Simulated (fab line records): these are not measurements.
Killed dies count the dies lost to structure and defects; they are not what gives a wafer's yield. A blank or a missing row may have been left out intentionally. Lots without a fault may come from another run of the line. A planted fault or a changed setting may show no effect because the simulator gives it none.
fab line records	flow n5-finfet
record lots=6	wafers=18	last-day=17
route steps=1938 shown BEOL_M0_SAQP@693 BEOL_M0_CUTY@701 BEOL_M4@1111 PASSIVATION@1936
lots untouched by any fault: they come from a run of this same line in which no faults occurred
start-h: start of the lot's first displayed wafer, in hours after the record's first day	wait-h: hours since the lot's step before	" the same as in the row above	L1.1+2: a row that stands for several wafers	- either no value or no given start	* or withheld: withheld	< > ~ a bound
route shown NAME@n: a module of which the file shows steps, and the number in the route of the first	usual: the fault-free wafers' mean and standard deviation	same: alike in all rows	chamber/n: place in a boat	sites: readings site by site	_std_site: standard deviation of those values	_edge_site: inner sites' mean taken away from outer sites' mean	radius-mm: how far each site lies from the wafer's centre	mask NAME#n: copy n	behind: the tool/chamber that last shaped the wafer	hold: what put the lot on hold/how long, in hours/how the hold closed	device: the transistor (n, p or np) that didn't switch	end of line: the route-end tests of the same wafers	step lacking rows: just its recipe	killed: count of dies lost to structure and defects at first sort (not the wafer's yield)	map: dies across one wafer; x = killed, . = not, _ = none there
set.NAME: setting as actually run; set.NAME@STEP: the setting as run at that earlier step	model.NAME: the simulator's own value behind a step, which no gauge read
lots at selected steps of the route; one table per step, one row per wafer
services: from which hour (start-h, from the record's first day; less than 0 if before it) a tool's chamber was out of use, for how many hours, and why
## steps
# step N5_BEOL_M0_SAQP_ETCH_88
# recipe chemistry=N2/H2	target=underlayer	target-depth-a=65	time-s=5.2	ion-energy-ev=200	mask-material=CAR-EUV	pressure-mtorr=30	source-w=840	bias-w=150	n2-flow-sccm=200	h2-flow-sccm=200	ends=cleared
# usual drypump-motor-current-A=5.8/0.41	etch-rf-on-time-s=5.19/0.13	oes-product-au=0.70/0.063	rf-vpp-V=525/3	showerhead-plenum-p-Torr=2.57/0.1	throttle-valve-pct=17.78/0.28
lot.wafer	tool	chamber	start-h	wait-h	drypump-motor-current-A	etch-rf-on-time-s	oes-product-au	rf-hours-counter-h	rf-vpp-V	showerhead-plenum-p-Torr	throttle-valve-pct
L100.2	rie-diel-04	2	121.37	0.0	5.4	5.01	0.74	73	522	2.46	17.88
L100.4	"	2	"	"	5.4	5.04	0.72	-	521	2.46	17.89
L100.5	"	3	"	"	6.0	5.02	0.81	-	525	2.58	17.83
L114.2	rie-diel-02	0	203.21	0.0	5.1	5.12	0.63	163	527	2.65	18.03
L114.4	"	3	"	"	5.9	5.15	0.70	79	527	2.67	17.27
L114.6	"	1	"	"	5.7	5.30	0.73	-	528	2.71	17.73
L115.1	rie-diel-04	3	210.91	0.0	6.0	5.07	0.77	32	526	2.57	17.84
L115.2	"	2	"	"	5.4	5.10	0.70	102	521	2.44	17.97
L115.5	"	0	"	"	5.6	5.28	0.77	-	523	2.49	17.51
L116.2	rie-diel-06	1	216.64	0.0	6.2	5.19	0.72	60	521	2.49	17.57
L116.4	"	0	"	"	5.7	5.49	0.60	209	519	2.41	17.95
L116.6	"	2	"	"	6.0	5.32	0.69	-	531	2.66	17.54
L119.2	rie-diel-04	2	233.80	0.0	5.3	5.10	0.70	109	522	2.44	17.98
L119.3	"	1	"	"	5.6	5.36	0.59	226	522	2.49	17.84
L119.4	"	0	"	"	5.7	5.28	0.76	29	523	2.49	17.49
L122.1	rie-diel-06	0	247.61	0.0	5.6	5.40	0.59	219	520	2.41	17.94
L122.4	"	2	"	"	6.1	5.38	0.68	100	528	2.65	17.52
L122.5	"	2	"	"	6.0	5.36	0.68	-	526	2.65	17.54
# step N5_BEOL_M0_SAQP_ETCH_73
# recipe chemistry=CF4	target=SiARC	target-depth-a=195	mask-material=CAR-EUV	time-s=32.5	ion-energy-ev=80	pressure-mtorr=40	source-w=545	bias-w=36	Ar_flow_sccm=100	cf4-flow-sccm=100	ends=cleared
# usual drypump-motor-current-A=5.7/0.42	etch-rf-on-time-s=32.5/0.74	oes-product-au=0.70/0.063	rf-vpp-V=184.5/1.3	showerhead-plenum-p-Torr=2.17/0.086	throttle-valve-pct=15.54/0.26
lot.wafer	tool	chamber	start-h	wait-h	drypump-motor-current-A	etch-rf-on-time-s	oes-product-au	rf-hours-counter-h	rf-vpp-V	showerhead-plenum-p-Torr	throttle-valve-pct
L100.2	rie-diel-04	2	121.38	0.0	5.3	31.3	0.74	73	182.7	2.08	15.61
L100.4	"	2	"	"	5.3	31.1	0.73	-	183.4	2.08	15.61
L100.5	"	3	"	"	6.0	31.0	0.82	-	185.3	2.19	15.56
L114.2	rie-diel-02	0	203.22	0.0	5.1	31.6	0.64	163	184.4	2.24	15.89
L114.4	"	3	"	"	5.9	32.0	0.71	79	187.3	2.27	15.24
L114.6	"	1	"	"	5.6	32.6	0.75	-	186.2	2.26	15.28
L115.1	rie-diel-04	3	210.93	0.0	6.0	31.3	0.78	32	184.7	2.18	15.60
L115.2	"	2	"	"	5.4	31.6	0.70	102	184.5	2.07	15.68
L115.5	"	0	"	"	5.6	33.0	0.77	-	184.0	2.09	15.24
L116.2	rie-diel-06	1	216.66	0.0	6.2	32.4	0.73	60	183.5	2.09	15.29
L116.4	"	0	"	"	5.6	33.9	0.60	209	183.4	2.03	15.72
L116.6	"	2	"	"	6.0	33.3	0.69	-	184.7	2.25	15.41
L119.2	rie-diel-04	2	233.82	0.0	5.3	31.9	0.70	109	182.6	2.06	15.69
L119.3	"	1	"	"	5.5	32.7	0.59	226	183.0	2.13	15.77
L119.4	"	0	"	"	5.6	32.6	0.76	29	183.6	2.09	15.22
L122.1	rie-diel-06	0	247.63	0.0	5.6	33.5	0.61	219	181.8	2.03	15.76
L122.4	"	2	"	"	6.0	33.2	0.69	100	185.4	2.24	15.42
L122.5	"	2	"	"	6.0	33.4	0.68	-	186.6	2.24	15.44
# step N5_BEOL_M0_SAQP_CUT_ETCH_46
# recipe chemistry=N2/H2	target=SOC	target-depth-a=1350	overetch-a=270	temp-c=40	time-s=202.5	ion-energy-ev=200	mask-material=SiARC	pressure-mtorr=30	source-w=840	bias-w=150	n2-flow-sccm=200	h2-flow-sccm=200
# usual drypump-motor-current-A=5.8/0.41	rf-vpp-V=524.9/2.8	showerhead-plenum-p-Torr=2.57/0.1	throttle-valve-pct=17.74/0.28
lot.wafer	tool	chamber	start-h	wait-h	drypump-motor-current-A	rf-hours-counter-h	rf-vpp-V	showerhead-plenum-p-Torr	throttle-valve-pct
L100.2	rie-diel-04	2	121.42	0.0	5.3	73	521.8	2.45	17.89
L100.4	"	2	"	"	5.4	-	520.4	2.46	17.86
L100.5	"	3	"	"	6.0	-	526.3	2.58	17.77
L114.2	rie-diel-02	0	203.26	0.0	5.1	163	527.0	2.65	18.01
L114.4	"	3	"	"	5.9	79	527.3	2.67	17.23
L114.6	"	1	"	"	5.7	-	529.2	2.71	17.70
L115.1	rie-diel-04	3	210.96	0.0	6.0	32	525.6	2.57	17.82
L115.2	"	2	"	"	5.4	102	521.8	2.44	17.92
L115.5	"	0	"	"	5.7	-	522.7	2.49	17.44
L116.2	rie-diel-06	1	216.69	0.0	6.2	60	521.9	2.49	17.55
L116.4	"	0	"	"	5.6	209	519.7	2.41	17.90
L116.6	"	2	"	"	6.0	-	527.3	2.66	17.47
L119.2	rie-diel-04	2	233.85	0.0	5.4	109	522.0	2.44	17.96
L119.3	"	1	"	"	5.6	226	523.0	2.49	17.82
L119.4	"	0	"	"	5.6	29	521.3	2.49	17.46
L122.1	rie-diel-06	0	247.66	0.0	5.6	219	520.0	2.40	17.90
L122.4	"	2	"	"	6.0	100	528.6	2.65	17.48
L122.5	"	2	"	"	6.0	-	527.9	2.65	17.50
# step N5_BEOL_M0_SAQP_STRIP_74
# recipe chemistry=N2/H2	temp-c=40	n2-flow-sccm=200	h2-flow-sccm=200	rf-frequency-hz=6e+07
# step N5_BEOL_M0_SAQP_STRIP_89
# recipe chemistry=N2/H2	temp-c=40	n2-flow-sccm=200	h2-flow-sccm=200	rf-frequency-hz=6e+07
# step N5_BEOL_M0_SAQP_ALD_48
# recipe material=SiO2	target-thk-a=200	temp-c=100	ald-precursor-family=BDEAS	ald-co-reactant=O2-plasma	pulse-time-s=1	co-reactant-pulse-time-s=1	purge-time-s=2	co-reactant-purge-time-s=2	ald-cycles=139	pressure-torr=2
# usual heater-power-w=78/10	precursor-pulse-height-rel=1.003/0.018
# same co-reactant-pulse-time-s=1
lot.wafer	tool	chamber	start-h	wait-h	heater-power-w	precursor-pulse-height-rel
L100.2	ald-sin-01	1	121.63	0.0	79	1.016
L100.4	"	1	"	"	79	1.008
L100.5	"	0	"	"	79	1.004
L114.2	ald-sin-03	1	203.46	0.0	71	1.009
L114.4	"	2	"	"	87	0.995
L114.6	"	0	"	"	85	0.988
L115.1	ald-sin-04	2	211.39	0.3	65	1.006
L115.2	"	0	"	"	81	1.026
L115.5	"	3	"	"	82	0.992
L116.2	ald-sin-04	2	216.89	0.0	63	1.037
L116.4	"	1	"	"	98	1.020
L116.6	"	3	"	"	82	1.007
L119.2	ald-sin-01	1	234.05	0.0	74	1.003
L119.3	"	3	"	"	78	0.994
L119.4	"	0	"	"	76	1.027
L122.1	ald-sin-04	2	248.33	0.5	63	1.024
L122.4	"	1	"	"	103	1.027
L122.5	"	2	"	"	63	0.989
# step N5_BEOL_M0_SAQP_ETCH_49
# recipe chemistry=CF4/O2	target-depth-a=370	target=SiO2	pressure-mtorr=40	source-w=535	bias-w=49	Ar_flow_sccm=100	cf4-flow-sccm=100	O2_flow_sccm=10	ion-energy-ev=100
# step N5_BEOL_M0_SAQP_STRIP_75
# recipe chemistry=CF4	resist=SiARC	power-w=300	bias-power-w=75	pressure-mtorr=50	cf4-flow-sccm=150	rf-frequency-hz=6e+07
# usual drypump-motor-current-A=5.8/0.37	oes-product-au=0.187/0.015	rf-vpp-V=271.3/1.7	showerhead-plenum-p-Torr=1.80/0.068	throttle-valve-pct=13.52/0.23
lot.wafer	tool	chamber	start-h	wait-h	drypump-motor-current-A	oes-product-au	rf-hours-counter-h	rf-vpp-V	showerhead-plenum-p-Torr	throttle-valve-pct
L100.2	rie-diel-04	1	122.25	0.1	5.5	0.161	192	270.9	1.80	13.71
L100.4	"	2	"	"	5.3	0.195	-	270.9	1.74	13.58
L100.5	"	1	"	"	5.5	0.158	-	271.8	1.80	13.72
L114.2	rie-diel-02	3	204.08	0.1	5.9	0.196	79	274.2	1.90	13.20
L114.4	"	2	"	"	6.5	0.178	88	270.5	1.74	13.83
L114.6	"	2	"	"	6.5	0.184	-	269.6	1.74	13.84
L115.1	rie-diel-04	1	212.01	0.1	5.5	0.159	219	270.7	1.79	13.78
L115.2	"	2	"	"	5.3	0.190	102	269.3	1.73	13.64
L115.5	"	0	"	"	5.7	0.207	-	269.4	1.75	13.22
L116.2	rie-diel-06	0	217.52	0.1	5.6	0.172	210	269.7	1.71	13.75
L116.4	"	1	"	"	6.2	0.198	60	269.8	1.75	13.24
L116.6	"	2	"	"	6.0	0.185	-	272.6	1.88	13.38
L119.2	rie-diel-04	0	234.68	0.1	5.7	0.204	29	270.1	1.75	13.22
L119.3	"	1	"	"	5.5	0.163	226	270.8	1.79	13.80
L119.4	"	2	"	"	5.3	0.186	109	269.4	1.73	13.67
L122.1	rie-diel-06	1	248.96	0.1	6.2	0.198	69	269.5	1.74	13.27
L122.4	"	2	"	"	6.0	0.188	100	272.2	1.88	13.40
L122.5	"	0	"	"	5.6	0.163	-	269.8	1.70	13.75
# step N5_BEOL_M0_CUTY_COAT_50
# recipe resist=SiARC	temp-c=220	time-s=60	spin-rpm=1500	resist-thk-nm=15
# step N5_BEOL_M0_CUTY_COAT_51
# recipe resist=CAR-ArF-block	spin-rpm=1500	resist-thk-nm=150
# step N5_BEOL_M0_CUTY_EBR_52
# recipe solvent=PGMEA	ebr-width-mm=1.5
# step N5_BEOL_M0_CUTY_SOFTBAKE_53
# recipe temp-c=110	time-s=60	resist=CAR-ArF-block
# step N5_BEOL_M0_CUTY_EXPOSE_54
# recipe mask-id=M0_ABLK	na=1.35	source-shape=conventional	sigma-outer=0.8	polarization=unpolarized	dose-mj=36
# usual exposure-dose-mJ-cm2=35.97/0.036	focus-offset-nm=-0.1/0.54
lot.wafer	tool	chamber	start-h	wait-h	mask	exposure-dose-mJ-cm2	focus-offset-nm
L100.2	arfi-scanner-01	0	122.53	-	M0_ABLK#0	36.01	0.5
L100.4	"	0	"	"	M0_ABLK#0	36.02	0.7
L100.5	"	0	"	"	M0_ABLK#0	36.06	1.1
L114.2	arfi-scanner-03	0	204.36	-	M0_ABLK#0	35.93	-0.4
L114.4	"	0	"	"	M0_ABLK#0	35.98	-0.4
L114.6	"	0	"	"	M0_ABLK#0	36.01	-0.4
L115.1	arfi-scanner-03	0	212.16	-	M0_ABLK#0	33.94	0.2
L115.2	"	0	"	"	M0_ABLK#0	33.95	0.4
L115.5	"	0	"	"	M0_ABLK#0	33.92	-0.8
L116.2	arfi-scanner-03	0	217.67	-	M0_ABLK#0	34.27	0.2
L116.4	"	0	"	"	M0_ABLK#0	34.32	0.3
L116.6	"	0	"	"	M0_ABLK#0	34.35	0.7
L119.2	arfi-scanner-02	0	234.95	-	M0_ABLK#0	35.99	0.1
L119.3	"	0	"	"	M0_ABLK#0	35.98	-0.2
L119.4	"	0	"	"	M0_ABLK#0	35.93	0.0
L122.1	arfi-scanner-02	0	249.23	-	M0_ABLK#0	35.99	-0.4
L122.4	"	0	"	"	M0_ABLK#0	35.94	-1.5
L122.5	"	0	"	"	M0_ABLK#0	35.96	-0.2
# step N5_BEOL_M0_CUTY_PEB_55
# recipe peb-temp-c=110	peb-time-s=60	resist=CAR-ArF-block
# step N5_BEOL_M0_CUTY_DEVELOP_56
# recipe develop-time-s=30	developer=TMAH	resist=CAR-ArF-block	rinse-liquid=diw	dry=air-spin	dev-temp-c=23
# step N5_BEOL_M0_CUTY_CD_MEAS_57
# recipe target-cd-nm=200	landing-energy-ev=500	detector=se-inlens	polarity=line
# usual cd-nm=199.9/0.84
# same landing-energy-ev=500
lot.wafer	tool	chamber	start-h	wait-h	cd-nm
L100.2	cd-sem-01	0	122.65	-	198.8
L100.4	"	0	"	"	199.2
L100.5	"	0	"	"	199.5
L114.2	cd-sem-02	0	204.48	-	199.1
L114.4	"	0	"	"	199.6
L114.6	"	0	"	"	198.5
L115.1	cd-sem-02	0	212.28	-	203.0
L115.2	"	0	"	"	203.1
L115.5	"	0	"	"	203.7
L116.2	cd-sem-03	0	217.79	-	202.4
L116.4	"	0	"	"	202.3
L116.6	"	0	"	"	202.9
L119.2	cd-sem-03	0	235.07	-	201.5
L119.3	"	0	"	"	199.3
L119.4	"	0	"	"	200.7
L122.1	cd-sem-02	0	249.35	-	201.4
L122.4	"	0	"	"	201.9
L122.5	"	0	"	"	202.1
# step N5_BEOL_M0_CUTY_OVL_MEAS_58
# recipe points-per-wafer=44
# usual M0_ABLK_OVL=0.5/0.63
lot.wafer	tool	chamber	start-h	wait-h	M0_ABLK_OVL[nm]
L100.2	overlay-02	0	122.68	0.0	0.3
L100.4	"	0	"	"	0.1
L100.5	"	0	"	"	0.1
L114.2	overlay-01	0	204.51	0.0	-0.2
L114.4	"	0	"	"	-0.2
L114.6	"	0	"	"	0.8
L115.1	overlay-02	0	212.31	0.0	0.1
L115.2	"	0	"	"	-0.8
L115.5	"	0	"	"	0.1
L116.2	overlay-02	0	217.82	0.0	-0.1
L116.4	"	0	"	"	0.4
L116.6	"	0	"	"	0.0
L119.2	overlay-01	0	235.10	0.0	1.0
L119.3	"	0	"	"	0.1
L119.4	"	0	"	"	0.9
L122.1	overlay-01	0	249.38	0.0	1.4
L122.4	"	0	"	"	1.5
L122.5	"	0	"	"	1.5
# step N5_BEOL_M4_RC_MEAS_101
# usual DIBL_N=37.1/1.9	DIBL_P=37.2/2.3	IOFF_N=0.18/0.04	IOFF_P=0.23/0.044	ION_N=682/11	ION_P=468/8.6	SS_N=71.9/0.68	SS_P=73.5/0.74	VT_N=248/3.4	VT_P=-248/3.4
lot.wafer	tool	chamber	start-h	wait-h	DIBL_N[mV/V]	DIBL_P[mV/V]	IOFF_N[nA/um]	IOFF_P[nA/um]	ION_N[uA/um]	ION_P[uA/um]	SS_N[mV/dec]	SS_P[mV/dec]	VT_N[mV]	VT_P[mV]
L100.2	prober-02	0	170.41	0.2	37.1	35.4	0.15	0.20	676	472	71.3	73.0	251	-250
L100.4	"	0	"	"	37.4	35.7	0.16	0.22	683	470	72.0	73.1	249	-248
L100.5	"	0	"	"	36.1	33.8	0.13	0.18	667	461	71.6	73.3	251	-253
L114.2	prober-02	0	256.16	0.2	35.9	36.6	0.15	0.20	682	468	70.9	73.3	251	-251
L114.4	"	0	"	"	37.5	39.0	0.18	0.24	694	475	72.1	73.2	249	-249
L114.6	"	0	"	"	33.6	33.8	0.12	0.17	685	468	70.6	72.1	252	-251
L115.1	prober-01	0	260.88	0.0	39.6	40.9	0.23	0.28	690	469	72.6	74.0	248	-246
L115.2	"	0	"	"	36.0	36.7	0.16	0.22	664	466	71.7	73.6	249	-249
L115.5	"	0	"	"	39.2	41.2	0.23	0.29	698	475	71.9	74.6	244	-245
L116.2	prober-02	0	265.80	0.2	36.7	37.1	0.16	0.21	698	477	71.9	73.5	249	-251
L116.4	"	0	"	"	36.0	35.5	0.14	0.19	677	462	71.0	73.0	251	-252
L116.6	"	0	"	"	37.8	38.8	0.18	0.23	687	474	72.7	73.9	247	-250
L119.2	prober-01	0	293.13	0.2	35.8	37.2	0.17	0.22	677	463	71.2	73.3	246	-248
L119.3	"	0	"	"	41.6	43.4	0.33	0.37	704	475	73.3	75.0	240	-243
L119.4	"	0	"	"	41.4	43.6	0.31	0.36	691	471	73.4	75.4	241	-243
L122.1	prober-02	0	297.82	0.0	38.2	40.0	0.20	0.27	678	458	71.4	75.1	246	-247
L122.4	"	0	"	"	36.9	36.7	0.16	0.21	668	457	71.6	72.9	252	-252
L122.5	"	0	"	"	37.0	37.8	0.19	0.23	683	464	71.7	73.2	247	-249
# step N5_PASSIVATION_PROBE_49
# usual defect-limited-yield=91.5/1.4	killed_at_M0_to_M3=32/9.7	killed_at_M4_up=14/5.3	killed-at-contacts=11/6	killed-at-front-end=39/14	killed-at-other=3.3/2.7	killed-dies=100/17	killed-open=66/13	killed-short=32/7.4	sort_bin_4_leakage=0.02/0.16	sort_bin_5_function=4.9/0.9	sort_bin_6_memory=3.2/0.72	sort-n-pass=1080/17	sort-yield-pct=91.5/1.4
# same gross-dies=1180	killed-at-back-side=0	sort_bin_8_speed[%]=0
lot.wafer	tool	chamber	start-h	wait-h	defect-limited-yield[%]	killed_at_M0_to_M3	killed_at_M4_up	killed-at-contacts	killed-at-front-end	killed-at-other	killed-dies	killed-open	killed-short	sort_bin_4_leakage[%]	sort_bin_5_function[%]	sort_bin_6_memory[%]	sort-n-pass	sort-yield-pct[%]
L114.2	prober-02	-	355.61	0.1	91.7	32	10	20	36	0	98	66	31	0	5.1	3.1	1082	91.7
L114.4	prober-02	-	355.71	0.2	91.3	30	8	13	49	3	103	64	39	0	4.1	4.4	1077	91.3
L114.6	prober-02	-	355.81	0.3	92.3	28	9	15	37	2	91	68	21	0	5.0	2.4	1089	92.3
L115.1	prober-02	-	367.85	0.0	94.4	28	3	5	29	1	66	44	20	0	3.1	2.4	1114	94.4
L115.2	prober-02	-	367.90	0.1	88.3	39	9	28	56	6	138	96	36	0	6.8	4.0	1042	88.3
L115.5	prober-02	-	368.05	0.2	93.2	19	7	14	32	8	80	62	17	0	4.4	2.3	1100	93.2
L116.2	prober-01	-	367.98	0.1	91.4	29	3	9	57	4	102	53	37	0	4.7	2.9	1078	91.4
L116.4	prober-01	-	368.08	0.2	91.8	32	10	11	42	2	97	65	30	0	5.6	2.6	1083	91.8
L116.6	prober-01	-	368.18	0.3	89.4	44	10	5	65	1	125	60	55	0	5.5	4.1	1055	89.4
L122.1	prober-01	-	402.96	0.0	93.0	23	17	8	31	4	83	60	21	0	5.0	1.9	1097	93.0
L122.4	prober-01	-	403.11	0.2	94.2	30	5	7	25	1	68	39	28	0	3.3	2.0	1112	94.2
L122.5	prober-01	-	403.16	0.2	92.0	25	11	18	36	4	94	66	28	0	4.4	3.3	1086	92.0
# killed by level:class
L114.2 MOL_CONTACT_COAG:geometric-particle:open=16 BEOL_M0_SAQP:geometric-particle:open=10 STI_FIN_REVEAL:geometric-particle:open=9 BEOL_M2:geometric-particle:open=9 BEOL_M0_SAQP:geometric-particle:short=7 STARTING-WAFER:geometric-particle:short=6 BEOL_M4:geometric-particle:open=6 FIN_SAQP:geometric-particle:short=4
L114.4 STI_FIN_REVEAL:geometric-particle:open=23 BEOL_M0_SAQP:geometric-particle:open=11 BEOL_M0_SAQP:geometric-particle:short=11 STI_FIN_REVEAL:geometric-particle:short=9 MOL_CONTACT_COAG:geometric-particle:open=8 MOL_CONTACT_COAG:geometric-particle:short=5 BEOL_M3:geometric-particle:open=4 FIN_SAQP:geometric-particle:open=3
L114.6 STI_FIN_REVEAL:geometric-particle:open=14 MOL_CONTACT_COAG:geometric-particle:open=14 BEOL_M0_SAQP:geometric-particle:open=11 FIN_SAQP:geometric-particle:open=6 BEOL_M0_SAQP:geometric-particle:short=6 BEOL_M4:geometric-particle:open=6 FIN_SAQP:geometric-particle:short=4 BEOL_M2:geometric-particle:open=4
L115.1 BEOL_M2:geometric-particle:open=9 GATE_CUT:geometric-particle:open=5 MOL_CONTACT_COAG:geometric-particle:open=5 BEOL_M0_SAQP:geometric-particle:short=5 BEOL_M3:geometric-particle:open=5 FIN_SAQP:geometric-particle:short=4 GATE_CUT:geometric-particle:short=4 FIN_SAQP:geometric-particle:open=3
L115.2 MOL_CONTACT_COAG:geometric-particle:open=24 FIN_SAQP:geometric-particle:open=17 STI_FIN_REVEAL:geometric-particle:open=10 BEOL_M3:geometric-particle:open=9 BEOL_M0_SAQP:geometric-particle:short=7 BEOL_M0_SAQP:geometric-particle:open=6 BEOL_M2:geometric-particle:open=6 HKMG_FIN:area-etch=6
L116.2 FIN_SAQP:geometric-particle:short=14 FIN_SAQP:geometric-particle:open=8 MOL_CONTACT_COAG:geometric-particle:open=8 BEOL_M0_SAQP:geometric-particle:short=8 BEOL_M0_SAQP:geometric-particle:open=8 HKMG_FIN:area-etch=8 DUMMY_GATE:geometric-particle:open=7 BEOL_M2:geometric-particle:open=6
L115.5 MOL_CONTACT_COAG:geometric-particle:open=13 DUMMY_GATE:geometric-particle:open=9 FIN_SAQP:geometric-particle:open=6 BEOL_M0:geometric-particle:open=6 STI_FIN_REVEAL:geometric-particle:open=5 PASS1_DEP:geometric-particle:open=5 BEOL_M4:geometric-particle:open=3 BEOL_M2:geometric-particle:open=3
L116.4 STI_FIN_REVEAL:geometric-particle:open=13 MOL_CONTACT_COAG:geometric-particle:open=8 BEOL_M0_SAQP:geometric-particle:open=7 FIN_SAQP:geometric-particle:open=6 BEOL_M2:geometric-particle:open=6 BEOL_M0_SAQP:geometric-particle:short=5 FIN_SAQP:geometric-particle:short=3 DUMMY_GATE:geometric-particle:open=3
L116.6 FIN_SAQP:geometric-particle:short=20 BEOL_M0_SAQP:geometric-particle:open=17 STI_FIN_REVEAL:geometric-particle:open=13 BEOL_M0_SAQP:geometric-particle:short=11 FIN_SAQP:geometric-particle:open=8 HKMG_FIN:area-etch=8 BEOL_M1:geometric-particle:open=4 BEOL_M2:geometric-particle:short=4
L122.1 STI_FIN_REVEAL:geometric-particle:open=13 BEOL_M4:geometric-particle:open=8 BEOL_M3:geometric-particle:open=8 FIN_SAQP:geometric-particle:open=7 MOL_CONTACT_COAG:geometric-particle:open=5 FIN_SAQP:geometric-particle:short=3 MOL_CONTACT_COAG:geometric-particle:short=3 BEOL_M0_SAQP:geometric-particle:open=3
L122.4 BEOL_M1:geometric-particle:open=7 FIN_SAQP:geometric-particle:open=6 BEOL_M0_SAQP:geometric-particle:short=6 FIN_SAQP:geometric-particle:short=5 MOL_CONTACT_COAG:geometric-particle:open=5 BEOL_M1:geometric-particle:short=5 GATE_CUT:geometric-particle:short=4 BEOL_M4:geometric-particle:open=4
L122.5 MOL_CONTACT_COAG:geometric-particle:open=16 BEOL_M2:geometric-particle:open=6 BEOL_M3:geometric-particle:open=6 STI_FIN_REVEAL:geometric-particle:open=5 GATE_CUT:geometric-particle:short=5 BEOL_M5:geometric-particle:open=5 STARTING-WAFER:geometric-particle:open=5 DUMMY_GATE:geometric-particle:open=4
## services
tool	chamber	start-h	hours	kind
rie-diel-04	2	97.38	9.7	repair
arfi-scanner-01	-	103.44	0.8	pm
ald-sin-01	2	121.58	1.6	repair
arfi-scanner-01	-	123.49	1.0	pm
rie-diel-02	3	139.39	2.0	repair
rie-diel-04	3	146.43	9.5	repair
arfi-scanner-03	-	146.43	0.5	repair
arfi-scanner-01	-	148.69	3.9	pm
arfi-scanner-02	-	153.46	1.0	pm
arfi-scanner-01	-	154.82	1.1	repair
ald-sin-01	0	155.56	9.1	repair
arfi-scanner-03	-	161.23	1.3	pm
arfi-scanner-03	-	168.26	1.0	pm
ald-sin-01	-	176.91	14.0	pm
rie-diel-06	1	181.26	7.0	repair
arfi-scanner-03	-	186.39	1.0	pm
rie-diel-06	2	187.71	4.6	repair
ald-sin-01	0	211.20	20.1	repair
arfi-scanner-02	-	215.68	1.3	pm
arfi-scanner-03	-	218.85	0.8	pm
arfi-scanner-03	-	230.12	0.8	pm
arfi-scanner-03	-	237.55	3.1	pm
rie-diel-02	3	240.22	32.8	repair
arfi-scanner-02	-	244.88	2.6	repair
## key
first-sign step=N5_BEOL_M0_CUTY_EXPOSE_54	reading=exposure-dose-mJ-cm2	direction=down	sigmas=51	usual=35.97	struck=34.12
effect step=N5_BEOL_M0_CUTY_CD_MEAS_57	reading=cd-nm	direction=up	sigmas=3.5	usual=199.9	struck=202.9	through=control-loop
met-at N5_BEOL_M0_CUTY_EXPOSE_54
struck-wafers L115.1,L115.2,L115.5,L116.2,L116.4,L116.6
loop-trim step=N5_BEOL_M0_CUTY_EXPOSE_54	setting=dose	lots=L116
onset-between 204.36 212.16
fault kind=process-parameter-drift	tool=arfi-scanner-03	chamber=-	onset-h=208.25	steps=N5_BEOL_M0_CUTY_EXPOSE_54	channel=dose-mj	offset=-2.0733	shape=step	acts-in=these-recipes-only	stated=36
# loop-trim: a control loop set the setting to another value than it would have without faults
